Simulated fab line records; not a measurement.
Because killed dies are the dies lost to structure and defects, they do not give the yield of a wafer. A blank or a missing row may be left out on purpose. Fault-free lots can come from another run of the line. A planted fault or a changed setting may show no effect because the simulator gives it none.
Matching of chambers + flow n5-finfet + N5_BEOL_M8_STRIP_19 on rie-diel-03: 4 sister chambers
The step strips in O2. 20 wafers are shown with their chamber, then 10 later ones without.

WAFERS WITH THEIR CHAMBER
| wafer  | chamber | showerhead-plenum-p-Torr (Torr) | drypump-motor-current-A (A) | throttle-valve-pct (%) |
|--------|---------|---------------------------------|-----------------------------|------------------------|
| L077.1 | 1       | 2.16                            | 5.29                        | 16.70                  |
| L077.2 | 2       | 2.06                            | 6.11                        | 16.59                  |
| L077.3 | 0       | 1.99                            | 5.57                        | 16.66                  |
| L084.2 | 0       | 1.98                            | 5.53                        | 16.70                  |
| L084.3 | 3       | 2.23                            | 5.92                        | 16.72                  |
| L084.6 | 3       | 2.23                            | 5.92                        | 16.69                  |
| L087.3 | 0       | 1.98                            | 5.54                        | 16.69                  |
| L087.4 | 0       | 1.98                            | 5.55                        | 16.71                  |
| L087.5 | 1       | 2.15                            | 5.28                        | 16.76                  |
| L091.2 | 0       | 1.98                            | 5.54                        | 16.72                  |
| L091.3 | 1       | 2.15                            | 5.32                        | 16.76                  |
| L091.6 | 3       | 2.23                            | 5.90                        | 16.70                  |
| L089.1 | 1       | 2.15                            | 5.30                        | 16.76                  |
| L089.2 | 0       | 1.98                            | 5.55                        | 16.70                  |
| L089.6 | 0       | 1.98                            | 5.53                        | 16.71                  |
| L094.1 | 3       | 2.23                            | 5.90                        | 16.75                  |
| L094.2 | 0       | 1.98                            | 5.58                        | 16.72                  |
| L094.3 | 1       | 2.15                            | 5.30                        | 16.80                  |
| L094.4 | 2       | 2.05                            | 6.12                        | 16.20                  |
| L094.5 | 3       | 2.23                            | 5.91                        | 16.72                  |

SIGNATURES (means of the wafers above)
| reading                  | chamber 0 | chamber 1 | chamber 2 | chamber 3 | scatter within a chamber |
|--------------------------|-----------|-----------|-----------|-----------|--------------------------|
| showerhead-plenum-p-Torr | 1.9812    | 2.1520    | 2.0550    | 2.2300    | 0.00369                  |
| drypump-motor-current-A  | 5.5488    | 5.2980    | 6.1150    | 5.9100    | 0.015                    |
| throttle-valve-pct       | 16.7013   | 16.7560   | 16.3950   | 16.7160   | 0.0733                   |
Rule: for each reading, subtract the chamber's mean from the wafer's reading, divide by that reading's scatter and square the result; add these up over the readings and take the root, which gives the wafer's distance from the chamber. If the next closest chamber is less than 2 further off than the closest, the wafer can't be placed; otherwise it belongs to the closest. The scatter: take each reading less its chamber's mean, square it, sum over the shown wafers, divide by the number of wafers less the number of chambers, and take the root.

WAFERS WITHOUT THEIR CHAMBER
| wafer  | showerhead-plenum-p-Torr (Torr) | drypump-motor-current-A (A) | throttle-valve-pct (%) |
|--------|---------------------------------|-----------------------------|------------------------|
| L094.6 | 2.05                            | 6.11                        | 16.17                  |
| L095.1 | 2.14                            | 5.31                        | 16.80                  |
| L095.2 | 2.05                            | 6.10                        | 16.16                  |
| L095.3 | 1.98                            | 5.57                        | 16.72                  |
| L095.4 | 2.23                            | 5.92                        | 16.73                  |
| L095.5 | 2.15                            | 5.28                        | 16.80                  |
| L095.6 | 2.05                            | 6.10                        | 16.20                  |
| L097.1 | 2.05                            | 6.15                        | 16.20                  |
| L097.4 | 2.05                            | 6.16                        | 16.18                  |
| L097.6 | 1.98                            | 5.56                        | 16.74                  |

CHAMBER TAKEN BY EACH
| wafer  | from the rows above | in truth |
|--------|---------------------|----------|
| L094.6 | 2                   | 2        |
| L095.1 | 1                   | 1        |
| L095.2 | 2                   | 2        |
| L095.3 | 0                   | 0        |
| L095.4 | 3                   | 3        |
| L095.5 | 1                   | 1        |
| L095.6 | 2                   | 2        |
| L097.1 | 2                   | 2        |
| L097.4 | 2                   | 2        |
| L097.6 | 0                   | 0        |
Correctly placed: 10 of 10. Not placeable from these rows: 0. 0 placed wrongly.
